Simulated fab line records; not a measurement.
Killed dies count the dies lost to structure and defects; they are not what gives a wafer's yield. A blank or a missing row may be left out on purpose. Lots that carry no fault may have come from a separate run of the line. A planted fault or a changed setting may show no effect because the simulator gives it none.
2 desks, one fault / flow nand-harc / each desk has only its own numbers; what lay behind them comes last

## AT THE METROLOGY DESK
What the gauges read, lot by lot, whatever tool the lot ran on: means of the sampled wafers that have a number. Marked OUT: a lot whose mean sits more than 4 standard deviations from the usual mean, which makes it out of limits; the brackets give that distance.
Columns: A = thk-nm at NHARC_A_ONON_D2_THK_MEAS_08, usual 997 nm
lot=L308; first seen here=day 12 05:49; A=984
lot=L310; first seen here=day 13 14:39; A=992
lot=L312; first seen here=day 14 04:38; A=1010
lot=L313; first seen here=day 14 04:50; A=995
lot=L314; first seen here=day 14 11:12; A=999
lot=L316; first seen here=day 15 13:14; A=997
lot=L315; first seen here=day 15 13:15; A=996
lot=L322; first seen here=day 18 13:50; A=987
lot=L323; first seen here=day 18 14:00; A=909 (-12) OUT
lot=L324; first seen here=day 19 03:05; A=939 (-7.8) OUT
lot=L327; first seen here=day 20 11:08; A=1000
lot=L329; first seen here=day 21 06:02; A=1005
lot=L330; first seen here=day 21 20:11; A=995
lot=L331; first seen here=day 21 20:12; A=990
Finding of this desk: L323, L324 out of limits; the first was L323 at day 18 14:00, on thk-nm at NHARC_A_ONON_D2_THK_MEAS_08. Within limits: L308, L310, L312, L313, L314, L316, L315, L322, L327, L329, L330, L331.

## DESK OF THE TOOL OWNER: pecvd-onon-02
The tool's own readings at NHARC_A_ONON_D2_DEP_06 (target thk 1000 nm): means of the sampled wafers that have a number, for each lot that ran on this tool. Marked OUT: a lot whose mean sits more than 4 standard deviations from the usual mean, which makes it out of limits; the brackets give that distance.
Columns: A = nh3-flow-sccm at NHARC_A_ONON_D2_DEP_06, usual 500.3 sccm
lot=L313; first seen here=day 14 04:23; A=501.4
lot=L323; first seen here=day 18 13:37; A=499.8
lot=L324; first seen here=day 19 02:42; A=500.1
lot=L331; first seen here=day 21 19:45; A=499.7
This desk found nothing out of limits on any of the 4 lots.

## BROUGHT TOGETHER
At day 18 14:00 the metrology desk could have sounded an alarm, on L323, L324.
The desk of the tool owner found nothing out of limits.
The tool owner's desk has L323, L324 on record, within its limits.
Every lot named ran NHARC_A_ONON_D2_DEP_06 on pecvd-onon-02.

## WHAT THE SIMULATOR HAD PUT IN
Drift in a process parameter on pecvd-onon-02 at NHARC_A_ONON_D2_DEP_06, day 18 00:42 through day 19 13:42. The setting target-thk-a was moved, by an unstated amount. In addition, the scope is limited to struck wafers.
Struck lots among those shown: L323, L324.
Delay in hours, fault start to first out-of-limits reading, per desk: metrology desk 13.
